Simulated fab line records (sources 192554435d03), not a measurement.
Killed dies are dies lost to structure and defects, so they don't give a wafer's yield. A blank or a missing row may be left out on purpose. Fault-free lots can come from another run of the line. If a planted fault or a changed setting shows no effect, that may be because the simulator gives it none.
fab line records    flow n5-finfet
record: lots: 9  wafers: 27  last-day: 18
route steps=1938 shown BEOL_M3@981 BEOL_M4@1111 PASSIVATION@1936
lots untouched by any fault: they come from a run of this same line in which no faults occurred
start-h: the number of hours between the record's first day and the start of the first shown wafer of the lot    wait-h: hours elapsed since this lot's preceding step    " same as the row above    L1.1+2: one row covering several wafers at once    - no value present, or no start provided    * or withheld: withheld    < > ~ a bound
route shown NAME@n: NAME is a module with steps in the file, n the number in the route of the first one    usual: average and standard deviation across the fault-free wafers    same: alike in all rows    chamber/n: place in a boat    sites: each site's reading    _std_site: the values' standard deviation    _edge_site: mean of outer sites minus mean of inner sites    radius-mm: how far each site lies from the wafer's centre    mask NAME#n: copy n    behind: the most recent tool/chamber to have shaped the wafer    hold: reason for holding the lot/hours on hold/outcome of the hold    device: which transistor (n, p or np) failed to switch    end of line: the same wafers' tests at the end of the route    for a step that has no rows: nothing shown but its recipe    killed: not the wafer's yield, but the dies lost to structure and defects at the first sort    map: shows each die of a wafer: x if killed, . if not, _ if none is there
set.NAME: setting as actually run; set.NAME@STEP: the setting as run at that earlier step    model.NAME: the simulator's own value behind a step, which no gauge read
route steps across a sampled set of lots; one table per step, one row per wafer
services: from which hour (start-h, from the record's first day; less than 0 if before it) a tool's chamber was out of use, for how many hours, and why
== steps ==
step: N5_BEOL_M3_ETCH_41
recipe: chemistry: CH3F/O2  target: SiCN  target-depth-a: 299  taper-deg: 2  time-s: 52.5  ion-energy-ev: 120  mask-material: TiN  pressure-mtorr: 30  source-w: 395  bias-w: 75  Ar_flow_sccm: 150  CH3F_flow_sccm: 30  O2_flow_sccm: 20
usual: drypump-motor-current-A: 5.6/0.34  mfc-ar-sccm: 150.0/0.42  oes-product-au: 0.77/0.07  rf-vpp-V: 297.4/1.4  showerhead-plenum-p-Torr: 2.00/0.057  throttle-valve-pct: 16.28/0.18
lot.wafer  tool         chamber  start-h  wait-h  drypump-motor-current-A  mfc-ar-sccm  oes-product-au  rf-hours-counter-h  rf-vpp-V  showerhead-plenum-p-Torr  throttle-valve-pct
L114.3     rie-diel-06  3        -        -       5.5                      150.4        0.75            182                 296.3     1.91                      16.61
L114.4     "            0        "        "       5.1                      149.6        0.68            226                 297.8     2.07                      16.35
L114.5     "            0        "        "       5.0                      150.2        0.68            -                   297.9     2.07                      16.36
L118.1     rie-diel-04  1        -        -       5.8                      150.1        0.81            98                  295.9     1.93                      16.06
L118.4     "            3        "        "       5.4                      149.7        0.73            174                 298.0     2.06                      16.28
L118.5     "            1        "        "       5.8                      150.1        0.80            -                   295.8     1.93                      16.06
L120.1     rie-diel-04  0        -        -       5.9                      150.1        0.69            225                 298.0     1.97                      16.28
L120.3     "            3        "        "       5.4                      150.2        0.73            176                 299.5     2.06                      16.27
L120.6     "            0        "        "       5.9                      150.1        0.69            -                   296.7     1.97                      16.27
L126.1     rie-diel-04  3        -        -       5.4                      150.0        0.72            185                 298.2     2.06                      16.29
L126.3     "            2        "        "       6.1                      149.5        0.72            178                 298.3     2.07                      16.20
L126.4     "            1        "        "       5.8                      150.2        0.80            110                 296.2     1.93                      16.09
L127.3     rie-diel-04  2        -        -       6.0                      149.8        0.72            180                 299.7     2.07                      16.19
L127.4     "            1        "        "       5.8                      150.6        0.79            111                 296.0     1.92                      16.12
L127.5     "            3        "        "       5.4                      150.1        0.72            -                   298.2     2.06                      16.29
L129.1     rie-diel-06  0        -        -       5.1                      150.2        0.98            3                   297.5     2.06                      15.93
L129.4     "            1        "        "       5.3                      149.9        0.75            174                 296.2     1.98                      16.44
L129.5     "            1        "        "       5.3                      149.2        0.74            -                   297.1     1.98                      16.46
L133.2     rie-diel-02  1        -        -       6.1                      149.6        0.84            75                  299.2     2.03                      16.64
L133.3     "            3        "        "       5.2                      149.7        0.80            110                 297.0     2.01                      16.00
L133.5     "            3        "        "       5.2                      149.6        0.79            -                   298.3     2.01                      16.01
L131.2     rie-diel-02  0        -        -       5.5                      150.0        0.88            45                  297.2     2.03                      16.41
L131.3     "            3        "        "       5.2                      149.9        0.78            111                 298.7     2.00                      16.01
L131.6     "            3        "        "       5.2                      150.2        0.79            -                   297.3     2.00                      16.00
L132.3     rie-diel-04  1        -        -       5.8                      149.7        0.79            -                   296.2     1.92                      16.13
L132.4     "            0        "        "       6.0                      149.3        0.68            -                   297.9     1.97                      16.33
L132.5     "            0        "        "       5.9                      150.2        0.68            -                   297.1     1.97                      16.30
step: N5_BEOL_M3_CD_MEAS_35
recipe: target-cd-nm: 18  target-cd-y-nm: 21  polarity: opening
usual: cd-nm: 17.9/0.38
lot.wafer  tool       chamber  start-h  wait-h  cd-nm
L114.3     cd-sem-01  -        178.13   0.0     18.1
L114.4     "          -        "        "       18.0
L114.5     "          -        "        "       18.3
L118.1     cd-sem-02  -        204.27   0.0     17.5
L118.4     "          -        "        "       17.3
L118.5     "          -        "        "       17.5
L120.1     cd-sem-01  -        212.48   0.0     18.3
L120.3     "          -        "        "       18.0
L120.6     "          -        "        "       18.3
L126.1     cd-sem-02  -        246.10   0.0     17.8
L126.3     "          -        "        "       18.2
L126.4     "          -        "        "       17.9
L127.3     cd-sem-01  -        249.87   0.0     18.0
L127.4     "          -        "        "       18.4
L127.5     "          -        "        "       17.6
L129.1     cd-sem-01  -        283.14   0.0     18.2
L129.4     "          -        "        "       17.2
L129.5     "          -        "        "       17.9
L133.2     cd-sem-03  -        286.74   0.0     18.2
L133.3     "          -        "        "       17.5
L133.5     "          -        "        "       17.6
L131.2     cd-sem-01  -        289.05   0.0     17.9
L131.3     "          -        "        "       17.5
L131.6     "          -        "        "       19.0
L132.3     cd-sem-03  -        292.26   0.0     17.1
L132.4     "          -        "        "       17.6
L132.5     "          -        "        "       17.5
step: N5_BEOL_M3_CVD_47
recipe: material: Co  target-thk-a: 30  temp-c: withheld  precursor: CCTBA/H2  pressure-torr: 30  time-s: 223.8
usual: chamber-pressure-Torr: 30.00/0.066  run-length-s: 246.4/0.62
lot.wafer  tool       chamber  start-h  wait-h  chamber-pressure-Torr  run-length-s
L114.3     cvd-co-02  0        179.19   0.2     30.02                  246.6
L114.4     "          2        "        "       30.08                  245.6
L114.5     "          0        "        "       30.01                  246.6
L118.1     cvd-co-01  0        204.94   0.0     30.01                  247.3
L118.4     "          0        "        "       29.95                  247.2
L118.5     "          2        "        "       29.89                  247.0
L120.1     cvd-co-01  0        213.15   0.1     30.00                  247.0
L120.3     "          2        "        "       30.02                  246.9
L120.6     "          0        "        "       29.99                  247.4
L126.1     cvd-co-02  2        246.91   0.2     -                      -
L126.3     "          1        "        "       -                      -
L126.4     "          2        "        "       -                      -
L127.3     cvd-co-02  1        250.76   0.1     -                      -
L127.4     "          2        "        "       -                      -
L127.5     "          0        "        "       -                      -
L129.1     cvd-co-01  0        283.57   0.0     -                      -
L129.4     "          1        "        "       -                      -
L129.5     "          2        "        "       -                      -
L133.2     cvd-co-02  1        288.41   0.1     29.94                  246.0
L133.3     "          2        "        "       29.94                  246.0
L133.5     "          2        "        "       29.92                  245.8
L131.2     cvd-co-02  1        289.82   0.1     30.04                  246.0
L131.3     "          0        "        "       29.87                  246.5
L131.6     "          0        "        "       30.07                  246.1
L132.3     cvd-co-02  0        293.25   0.0     30.04                  246.7
L132.4     "          2        "        "       29.92                  245.9
L132.5     "          0        "        "       30.06                  246.2
step: N5_BEOL_M3_SPUTTER_79
recipe: material: Cu  target-thk-a: 45  temp-c: -20  chamber-pressure-pa: 0.07  power-w: withheld  time-s: 8.29
usual: susceptor-temp-C: -19.98/0.11  throttle-valve-pct: 30.1/1.1
lot.wafer  tool            chamber  start-h  wait-h  susceptor-temp-C  throttle-valve-pct
L114.3     pvd-sputter-03  -        179.62   0.1     -20.15            29.2
L114.4     "               -        "        "       -20.24            28.6
L114.5     "               -        "        "       -19.87            31.4
L118.1     pvd-sputter-02  -        205.32   0.1     -20.03            31.0
L118.4     "               -        "        "       -20.09            31.4
L118.5     "               -        "        "       -19.98            31.0
L120.1     pvd-sputter-03  -        213.83   0.1     -19.85            31.3
L120.3     "               -        "        "       -20.00            31.5
L120.6     "               -        "        "       -20.01            28.4
L126.1     pvd-sputter-03  -        247.42   0.1     -19.98            31.4
L126.3     "               -        "        "       -20.00            31.4
L126.4     "               -        "        "       -19.99            29.3
L127.3     pvd-sputter-01  -        251.34   0.1     -20.05            28.5
L127.4     "               -        "        "       -19.95            31.2
L127.5     "               -        "        "       -20.15            29.0
L129.1     pvd-sputter-02  -        283.95   0.1     -20.05            31.0
L129.4     "               -        "        "       -19.97            31.6
L129.5     "               -        "        "       -20.03            31.4
L133.2     pvd-sputter-02  -        288.93   0.1     -20.07            31.0
L133.3     "               -        "        "       -19.90            29.5
L133.5     "               -        "        "       -19.90            31.5
L131.2     pvd-sputter-01  -        290.29   0.1     -20.02            29.7
L131.3     "               -        "        "       -19.98            28.7
L131.6     "               -        "        "       -20.05            31.3
L132.3     pvd-sputter-02  -        293.69   0.1     -20.06            31.2
L132.4     "               -        "        "       -19.91            29.7
L132.5     "               -        "        "       -20.06            31.6
step: N5_BEOL_M3_CMP_52
recipe: stop-on: SiOC  t-overpolish-s: 6.8  down-force-psi: 1  platen-rpm: 50  clearing-platen-down-force-psi: 1.5  clearing-platen-rpm: 50  post-cmp-clean: cu-alkaline  target-thk-nm: 40  clearing-platen-pad-velocity-m-s: 0.99484  pad-velocity-m-s: 0.99484
usual: barrier-field-endpoint-s: 24.6/0.59  edge-zone-pressure-frac: 1.001/0.0052  motor-current-A: 5.9/0.5
lot.wafer  tool    chamber  start-h  wait-h  barrier-field-endpoint-s  edge-zone-pressure-frac  motor-current-A
L114.4     cmp-02  1        181.69   0.2     25.0                      0.999                    5.6
L114.3     "       2        "        "       24.6                      1.014                    6.2
L114.5     "       0        "        "       25.5                      1.004                    6.4
L118.1     cmp-01  0        207.39   0.3     24.8                      0.996                    5.8
L118.4     "       2        "        "       25.2                      1.003                    6.3
L118.5     "       0        "        "       24.6                      1.002                    5.9
L120.1     cmp-01  1        215.94   0.3     24.6                      0.997                    6.5
L120.3     "       2        "        "       24.6                      0.997                    6.5
L120.6     "       0        "        "       24.6                      1.003                    6.0
L126.4     cmp-02  0        249.49   0.2     21.4                      0.996                    6.4
L126.3     "       1        "        "       20.0                      0.995                    5.7
L126.1     "       2        "        "       20.0                      1.009                    6.1
L127.3     cmp-02  2        253.52   0.3     19.3                      0.997                    6.0
L127.4     "       3        "        "       20.1                      0.987                    5.8
L127.5     "       1        "        "       20.2                      1.004                    6.0
L129.4     cmp-01  2        286.08   0.2     20.6                      0.991                    6.4
L129.1     "       0        "        "       21.1                      0.994                    6.3
L129.5     "       2        "        "       21.1                      1.003                    6.2
L133.3     cmp-04  3        291.13   0.2     25.3                      1.009                    6.4
L133.2     "       0        "        "       24.4                      0.999                    5.5
L133.5     "       0        "        "       23.7                      0.999                    5.5
L131.2     cmp-01  2        292.32   0.2     24.1                      1.013                    6.5
L131.3     "       0        "        "       24.9                      1.007                    6.1
L131.6     "       2        "        "       24.6                      1.014                    6.0
L132.4     cmp-04  2        295.74   0.1     26.4                      1.003                    5.4
L132.3     "       3        "        "       25.7                      1.012                    6.7
L132.5     "       2        "        "       25.4                      1.005                    5.6
step: N5_BEOL_M4_RC_MEAS_101
usual: DIBL_N: 37.0/1.7  DIBL_P: 36.7/2  IOFF_N: 0.17/0.035  IOFF_P: 0.22/0.035  ION_N: 672/12  ION_P: 461/7.5  SS_N: 71.6/0.67  SS_P: 73.4/0.64  VT_N: 250/3.5  VT_P: -250/3.5
lot.wafer  tool       chamber  start-h  wait-h  DIBL_N[mV/V]  DIBL_P[mV/V]  IOFF_N[nA/um]  IOFF_P[nA/um]  ION_N[uA/um]  ION_P[uA/um]  SS_N[mV/dec]  SS_P[mV/dec]  VT_N[mV]  VT_P[mV]
L114.3     prober-01  0        192.97   0.3     37.8          36.6          0.17           0.21           675           459           71.3          73.5          247       -249
L114.4     "          0        "        "       36.9          35.6          0.15           0.19           657           451           71.4          73.4          247       -249
L114.5     "          0        "        "       35.3          33.9          0.12           0.18           650           447           70.9          72.8          252       -250
L118.1     prober-02  0        216.00   0.0     38.4          38.6          0.21           0.24           705           469           72.5          73.6          246       -246
L118.4     "          0        "        "       38.6          38.4          0.21           0.25           695           471           72.0          73.5          244       -246
L118.5     "          0        "        "       42.0          41.3          0.31           0.29           695           463           73.7          75.1          243       -246
L120.1     prober-02  0        226.97   0.0     34.3          35.1          0.13           0.18           666           454           70.0          72.4          252       -253
L120.3     "          0        "        "       36.5          36.9          0.17           0.20           675           460           71.4          74.1          249       -253
L120.6     "          0        "        "       35.7          35.4          0.15           0.18           666           454           71.4          73.5          253       -255
L133.2     prober-02  0        300.09   0.2     37.0          35.8          0.15           0.21           680           467           71.1          73.7          250       -247
L133.3     "          0        "        "       35.9          34.6          0.13           0.19           658           460           70.7          72.8          251       -250
L133.5     "          0        "        "       39.1          38.2          0.19           0.25           690           470           72.1          73.5          246       -248
L131.2     prober-02  0        302.36   0.2     36.6          36.8          0.13           0.17           658           447           71.6          73.4          256       -257
L131.3     "          0        "        "       39.4          40.1          0.18           0.21           662           452           72.6          73.8          249       -251
L131.6     "          0        "        "       38.0          38.7          0.15           0.19           664           454           71.6          74.3          253       -254
L132.3     prober-02  0        322.71   0.3     35.5          34.4          0.15           0.20           675           467           72.0          73.6          250       -250
L132.4     "          0        "        "       36.0          35.2          0.16           0.22           678           466           71.8          73.5          246       -249
L132.5     "          0        "        "       35.8          34.2          0.14           0.20           664           461           71.2          73.1          251       -252
step: N5_PASSIVATION_PROBE_49
usual: defect-limited-yield: 91.1/1.3  killed_at_M0_to_M3: 35/11  killed_at_M4_up: 13/5.4  killed-at-contacts: 14/6.5  killed-at-front-end: 41/11  killed-at-other: 4/3.1  killed-dies: 106/15  killed-on-rim: 14/3.7  killed-open: 69/12  killed-short: 35/7  sort_bin_4_leakage: 0.01/0.078  sort_bin_5_function: 5.2/0.86  sort_bin_6_memory: 3.4/0.64  sort-n-pass: 1074/15  sort-yield-pct: 91.0/1.3
same: gross-dies: 1180  killed-at-back-side: 0  sort_bin_8_speed[%]: 0
lot.wafer  tool       chamber  start-h  wait-h  defect-limited-yield[%]  killed_at_M0_to_M3  killed_at_M4_up  killed-at-contacts  killed-at-front-end  killed-at-other  killed-dies  killed-on-rim  killed-open  killed-short  sort_bin_4_leakage[%]  sort_bin_5_function[%]  sort_bin_6_memory[%]  sort-n-pass  sort-yield-pct[%]
L114.3     prober-02  -        293.54   0.1     92.5                     27                  10               8                   39                   4                88           13             57           28            0                      4.7                     2.5                   1092         92.5
L114.4     prober-02  -        293.59   0.2     90.9                     39                  17               18                  27                   6                107          16             65           41            0                      4.7                     3.9                   1073         90.9
L114.5     prober-02  -        293.64   0.2     90.2                     43                  16               10                  41                   6                116          12             71           42            0                      6.0                     3.6                   1064         90.2
L118.1     prober-02  -        314.45   0.0     92.9                     45                  9                8                   21                   1                84           6              55           24            0                      3.7                     3.3                   1096         92.9
L118.4     prober-02  -        314.60   0.2     91.2                     53                  13               6                   30                   2                104          14             72           29            0                      5.3                     3.3                   1076         91.2
L118.5     prober-02  -        314.65   0.2     92.8                     44                  6                5                   24                   6                85           14             52           31            0.93                   4.4                     2.3                   1084         91.9
L120.1     prober-01  -        321.47   0.0     92.2                     33                  12               7                   34                   6                92           11             55           34            0                      5.3                     2.5                   1088         92.2
L120.3     prober-01  -        321.57   0.1     92.3                     32                  12               22                  22                   3                91           12             63           27            0                      4.7                     3.0                   1089         92.3
L120.6     prober-01  -        321.72   0.3     92.4                     31                  9                9                   34                   7                90           9              70           19            0                      4.5                     2.8                   1090         92.4
L126.1     prober-02  -        351.56   0.0     0                        1115                13               18                  24                   10               1180         152            62           22            0                      89.9                    9.7                   0            0
L126.3     prober-02  -        351.66   0.1     0                        1119                18               18                  18                   7                1180         152            65           30            0                      88.6                    10.9                  0            0
L126.4     prober-02  -        351.71   0.2     0                        1109                24               9                   35                   3                1180         152            74           41            0                      88.1                    11.4                  0            0
L127.3     prober-02  -        353.33   0.1     0                        1117                17               11                  34                   1                1180         152            67           23            0                      89.5                    10.3                  0            0
L127.4     prober-02  -        353.38   0.2     0                        1127                7                6                   36                   4                1180         152            65           24            0                      89.9                    10.1                  0            0
L127.5     prober-02  -        353.43   0.2     0                        1118                11               10                  40                   1                1180         152            58           29            0                      90.3                    9.3                   0            0
L129.1     prober-02  -        406.72   0.0     0                        1123                27               3                   26                   1                1180         152            62           28            0                      91.7                    7.9                   0            0
L129.4     prober-02  -        406.87   0.2     0                        1129                12               11                  25                   3                1180         152            60           36            0                      89.3                    10.3                  0            0
L129.5     prober-02  -        406.92   0.2     0                        1138                12               5                   22                   3                1180         152            50           26            0                      90.3                    9.7                   0            0
L133.2     prober-02  -        412.12   0.1     90.9                     23                  6                17                  58                   3                107          13             72           33            0                      4.6                     4.2                   1073         90.9
L133.3     prober-02  -        412.17   0.1     91.5                     21                  11               13                  52                   3                100          10             70           24            0                      4.8                     3.3                   1080         91.5
L133.5     prober-02  -        412.27   0.2     91.2                     19                  14               12                  56                   3                104          14             67           33            0                      4.9                     3.6                   1076         91.2
L131.2     prober-02  -        413.30   0.1     91.7                     49                  5                10                  34                   0                98           16             57           41            0                      4.9                     3.2                   1082         91.7
L131.3     prober-02  -        413.35   0.1     89.3                     57                  7                9                   49                   4                126          22             80           45            0                      6.0                     4.5                   1054         89.3
L131.6     prober-02  -        413.50   0.3     91.3                     51                  13               18                  15                   6                103          11             61           42            0                      4.2                     4.2                   1077         91.3
L132.3     prober-02  -        434.72   0.1     89.5                     39                  16               16                  53                   0                124          15             90           33            0                      6.0                     4.2                   1056         89.5
L132.4     prober-02  -        434.77   0.2     91.5                     27                  8                5                   59                   1                100          9              56           42            0                      5.6                     2.7                   1080         91.5
L132.5     prober-02  -        434.82   0.2     91.9                     38                  16               7                   34                   0                95           12             60           32            0                      5.3                     2.5                   1085         91.9
killed by level:class
L114.3 FIN_SAQP:geometric-particle:short=10 STI_FIN_REVEAL:geometric-particle:open=9 FIN_SAQP:geometric-particle:open=8 BEOL_M0_SAQP:geometric-particle:short=7 MOL_CONTACT_COAG:geometric-particle:open=6 BEOL_M0_SAQP:geometric-particle:open=5 BEOL_M2:geometric-particle:open=5 BEOL_M4:geometric-particle:open=5
L114.4 MOL_CONTACT_COAG:geometric-particle:open=14 FIN_SAQP:geometric-particle:short=8 BEOL_M5:geometric-particle:open=8 BEOL_M2:geometric-particle:open=7 BEOL_M0_SAQP:geometric-particle:short=6 BEOL_M3:geometric-particle:short=6 BEOL_M0:geometric-particle:open=5 GATE_CUT:geometric-particle:short=4
L114.5 FIN_SAQP:geometric-particle:open=12 BEOL_M0_SAQP:geometric-particle:short=12 BEOL_M2:geometric-particle:open=10 GATE_CUT:geometric-particle:short=8 BEOL_M0:geometric-particle:open=7 BEOL_M4:geometric-particle:open=7 BEOL_M0_SAQP:geometric-particle:open=6 FIN_SAQP:geometric-particle:short=5
L118.1 BEOL_M0_SAQP:geometric-particle:open=11 BEOL_M3:geometric-particle:open=9 MOL_CONTACT_COAG:geometric-particle:open=6 BEOL_M0_SAQP:geometric-particle:short=6 BEOL_M1:geometric-particle:open=6 STI_FIN_REVEAL:geometric-particle:open=5 FIN_SAQP:geometric-particle:short=4 DUMMY_GATE:geometric-particle:open=4
L118.4 BEOL_M3:geometric-particle:open=20 BEOL_M1:geometric-particle:open=10 FIN_SAQP:geometric-particle:open=6 FIN_SAQP:geometric-particle:short=6 GATE_CUT:geometric-particle:open=6 MOL_CONTACT_COAG:geometric-particle:open=6 BEOL_M0_SAQP:geometric-particle:open=6 BEOL_M0_SAQP:geometric-particle:short=5
L118.5 BEOL_M3:geometric-particle:open=13 BEOL_M0:geometric-particle:short=9 BEOL_M1:geometric-particle:open=7 GATE_CUT:geometric-particle:open=5 MOL_CONTACT_COAG:geometric-particle:open=5 BEOL_M0_SAQP:geometric-particle:open=4 STARTING-WAFER:geometric-particle:open=4 GATE_CUT:geometric-particle:short=3
L120.1 BEOL_M0_SAQP:geometric-particle:open=12 BEOL_M0_SAQP:geometric-particle:short=9 STI_FIN_REVEAL:geometric-particle:open=8 FIN_SAQP:geometric-particle:short=7 MOL_CONTACT_COAG:geometric-particle:open=5 BEOL_M8:geometric-particle:open=4 STARTING-WAFER:geometric-particle:open=4 BEOL_M0:geometric-particle:short=3
L120.3 MOL_CONTACT_COAG:geometric-particle:open=17 BEOL_M1:geometric-particle:open=8 BEOL_M0_SAQP:geometric-particle:open=7 DUMMY_GATE:geometric-particle:open=5 MOL_CONTACT_COAG:geometric-particle:short=5 BEOL_M0_SAQP:geometric-particle:short=5 BEOL_M4:geometric-particle:open=5 DUMMY_GATE:geometric-particle:short=3
L120.6 STI_FIN_REVEAL:geometric-particle:open=10 MOL_CONTACT_COAG:geometric-particle:open=8 BEOL_M3:geometric-particle:open=8 FIN_SAQP:geometric-particle:open=6 BEOL_M0_SAQP:geometric-particle:open=6 BEOL_M0_SAQP:geometric-particle:short=5 DUMMY_GATE:geometric-particle:open=4 FIN_SAQP:geometric-particle:short=3
L126.1 BEOL_M3:area-cvd=866 BEOL_M3:interface-void-opened=229 MOL_CONTACT_COAG:geometric-particle:open=14 MIM_TOP:geometric-particle:open=7 FIN_SAQP:geometric-particle:open=5 FIN_SAQP:geometric-particle:short=5 BEOL_M1:geometric-particle:open=5 BEOL_M3:geometric-particle:open=5
L126.3 BEOL_M3:area-cvd=844 BEOL_M3:interface-void-opened=240 MOL_CONTACT_COAG:geometric-particle:open=15 BEOL_M0_SAQP:geometric-particle:open=8 BEOL_M4:geometric-particle:open=8 BEOL_M3:geometric-particle:open=7 BEOL_M0_SAQP:geometric-particle:short=5 STARTING-WAFER:geometric-particle:open=5
L126.4 BEOL_M3:area-cvd=819 BEOL_M3:interface-void-opened=245 BEOL_M4:geometric-particle:open=10 BEOL_M3:geometric-particle:open=9 BEOL_M0_SAQP:geometric-particle:short=8 MOL_CONTACT_COAG:geometric-particle:open=8 STI_FIN_REVEAL:geometric-particle:open=7 BEOL_M2:geometric-particle:open=7
L127.3 BEOL_M3:area-cvd=832 BEOL_M3:interface-void-opened=258 FIN_SAQP:geometric-particle:open=10 MOL_CONTACT_COAG:geometric-particle:open=8 FIN_SAQP:geometric-particle:short=7 STI_FIN_REVEAL:geometric-particle:open=6 BEOL_M0_SAQP:geometric-particle:open=5 BEOL_M1:geometric-particle:open=5
L127.4 BEOL_M3:area-cvd=876 BEOL_M3:interface-void-opened=215 FIN_SAQP:geometric-particle:open=10 BEOL_M1:geometric-particle:open=9 BEOL_M0:geometric-particle:open=9 STI_FIN_REVEAL:geometric-particle:open=8 FIN_SAQP:geometric-particle:short=7 BEOL_M3:geometric-particle:open=7
L127.5 BEOL_M3:area-cvd=863 BEOL_M3:interface-void-opened=229 STI_FIN_REVEAL:geometric-particle:open=15 MOL_CONTACT_COAG:geometric-particle:open=7 BEOL_M0_SAQP:geometric-particle:short=6 BEOL_M0_SAQP:geometric-particle:open=6 BEOL_M1:geometric-particle:open=5 FIN_SAQP:geometric-particle:short=4
L129.1 BEOL_M3:area-cvd=844 BEOL_M3:interface-void-opened=244 BEOL_M0_SAQP:geometric-particle:open=13 BEOL_M5:geometric-particle:open=10 BEOL_M3:geometric-particle:open=9 STARTING-WAFER:geometric-particle:short=8 STI_FIN_REVEAL:geometric-particle:open=6 BEOL_M0_SAQP:geometric-particle:short=6
L129.4 BEOL_M3:area-cvd=840 BEOL_M3:interface-void-opened=242 BEOL_M0_SAQP:geometric-particle:short=14 BEOL_M0_SAQP:geometric-particle:open=11 BEOL_M3:geometric-particle:open=8 MOL_CONTACT_COAG:geometric-particle:open=7 BEOL_M5:geometric-particle:open=7 STI_FIN_REVEAL:geometric-particle:open=5
L129.5 BEOL_M3:area-cvd=848 BEOL_M3:interface-void-opened=256 BEOL_M0_SAQP:geometric-particle:short=9 STI_FIN_REVEAL:geometric-particle:open=6 BEOL_M2:geometric-particle:open=6 MOL_CONTACT_COAG:geometric-particle:open=4 BEOL_M3:geometric-particle:open=4 BEOL_M4:geometric-particle:open=4
L133.2 FIN_SAQP:geometric-particle:open=18 FIN_SAQP:geometric-particle:short=14 MOL_CONTACT_COAG:geometric-particle:open=12 STI_FIN_REVEAL:geometric-particle:open=12 BEOL_M1:geometric-particle:open=7 BEOL_M2:geometric-particle:open=7 MOL_CONTACT_COAG:geometric-particle:short=5 STARTING-WAFER:geometric-particle:open=4
L133.3 FIN_SAQP:geometric-particle:open=19 MOL_CONTACT_COAG:geometric-particle:open=10 BEOL_M2:geometric-particle:open=7 STI_FIN_REVEAL:geometric-particle:open=5 DUMMY_GATE:geometric-particle:open=4 ILD0:geometric-particle:short=4 BEOL_M0:geometric-particle:open=4 FIN_SAQP:geometric-particle:short=3
L133.5 FIN_SAQP:geometric-particle:open=20 FIN_SAQP:geometric-particle:short=13 MOL_CONTACT_COAG:geometric-particle:open=8 BEOL_M2:geometric-particle:open=5 DUMMY_GATE:geometric-particle:open=4 MOL_CONTACT_COAG:geometric-particle:short=4 STARTING-WAFER:geometric-particle:open=4 STI_FIN_REVEAL:geometric-particle:short=3
L131.2 BEOL_M0_SAQP:geometric-particle:open=16 FIN_SAQP:geometric-particle:short=10 STI_FIN_REVEAL:geometric-particle:open=8 BEOL_M1:geometric-particle:open=8 MOL_CONTACT_COAG:geometric-particle:open=7 STI_FIN_REVEAL:geometric-particle:short=6 BEOL_M0_SAQP:geometric-particle:short=6 BEOL_M1:geometric-particle:short=5
L131.3 STI_FIN_REVEAL:geometric-particle:open=14 FIN_SAQP:geometric-particle:short=12 BEOL_M0_SAQP:geometric-particle:short=11 BEOL_M0_SAQP:geometric-particle:open=10 BEOL_M2:geometric-particle:open=10 FIN_SAQP:geometric-particle:open=9 BEOL_M1:geometric-particle:open=8 BEOL_M3:geometric-particle:open=7
L131.6 MOL_CONTACT_COAG:geometric-particle:open=16 BEOL_M0_SAQP:geometric-particle:short=12 BEOL_M0_SAQP:geometric-particle:open=8 BEOL_M1:geometric-particle:open=8 BEOL_M2:geometric-particle:open=8 BEOL_M3:geometric-particle:short=6 BEOL_M4:geometric-particle:open=6 FIN_SAQP:geometric-particle:short=4
L132.3 STI_FIN_REVEAL:geometric-particle:open=17 BEOL_M0_SAQP:geometric-particle:open=15 MOL_CONTACT_COAG:geometric-particle:open=11 BEOL_M3:geometric-particle:open=7 FIN_SAQP:geometric-particle:open=5 DUMMY_GATE:geometric-particle:open=5 ILD0:geometric-particle:open=5 MOL_CONTACT_COAG:geometric-particle:short=5
L132.4 STI_FIN_REVEAL:geometric-particle:open=23 FIN_SAQP:geometric-particle:short=9 BEOL_M0_SAQP:geometric-particle:short=9 FIN_SAQP:geometric-particle:open=7 BEOL_M0_SAQP:geometric-particle:open=5 STI_FIN_REVEAL:geometric-particle:short=4 STARTING-WAFER:geometric-particle:open=4 BEOL_M3:geometric-particle:short=4
L132.5 BEOL_M0_SAQP:geometric-particle:open=12 STI_FIN_REVEAL:geometric-particle:open=10 BEOL_M0_SAQP:geometric-particle:short=9 MOL_CONTACT_COAG:geometric-particle:open=6 BEOL_M4:geometric-particle:open=5 FIN_SAQP:geometric-particle:short=4 BEOL_M1:geometric-particle:open=4 GATE_CUT:geometric-particle:short=4
== services ==
tool            chamber  start-h  hours  kind
rie-diel-04     1        156.15   5.6    repair
rie-diel-02     3        171.82   10.5   repair
pvd-sputter-03  -        172.58   5.0    repair
cmp-01          -        174.91   4.0    pm
cmp-01          -        180.08   0.8    repair
cmp-02          -        187.36   5.6    pm
rie-diel-02     2        199.12   3.9    repair
rie-diel-06     -        201.04   0.4    repair
rie-diel-04     2        210.52   4.3    repair
cmp-04          -        225.44   6.5    pm
cvd-co-02       -        226.00   0.7    repair
rie-diel-04     0        233.13   1.3    repair
cmp-04          -        233.70   2.4    repair
rie-diel-06     3        237.11   10.1   repair
cmp-02          -        241.21   2.3    repair
cmp-01          -        244.66   2.3    repair
cmp-04          -        247.05   0.4    repair
cvd-co-02       -        258.86   0.4    repair
rie-diel-02     2        262.89   2.0    repair
cmp-04          -        267.62   0.9    repair
cmp-04          -        274.84   1.9    repair
rie-diel-02     -        275.04   4.0    pm
cmp-02          -        277.63   3.8    repair
rie-diel-02     2        291.71   6.1    repair
== key ==
first-sign: step: N5_BEOL_M3_CVD_47  reading: tool-record  direction: missing
effect: step: N5_BEOL_M3_CMP_52  reading: barrier-field-endpoint-s  direction: down  sigmas: 7.1  usual: 24.6  struck: 20.4
effect: step: N5_PASSIVATION_PROBE_49  reading: killed_at_M0_to_M3  direction: up  sigmas: 99  usual: 35  struck: 1122
more-kills-born-at: N5_BEOL_M3_CVD_47@cvd-co-02: 5099  N5_BEOL_M3_CVD_47@cvd-co-01: 2532
met-at N5_BEOL_M3_CVD_47
struck-lots L126,L127,L129
later-rows-left-out L126.1,L126.3,L126.4,L127.3,L127.4,L127.5,L129.1,L129.4,L129.5
not-acting-at N5_BEOL_M3_ETCH_41,N5_BEOL_M3_CD_MEAS_35,N5_BEOL_M3_SPUTTER_79
onset-between 213.15 246.91
fault: kind: skipped-step-whole  tool: cvd-co-01,cvd-co-02  chamber: -  onset-h: 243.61  steps: N5_BEOL_M3_CVD_47  scope: struck-lots-only
later-rows-left-out: the simulator's readings of these wafers behind a module that went badly wrong aren't trusted and aren't shown, but for the sort
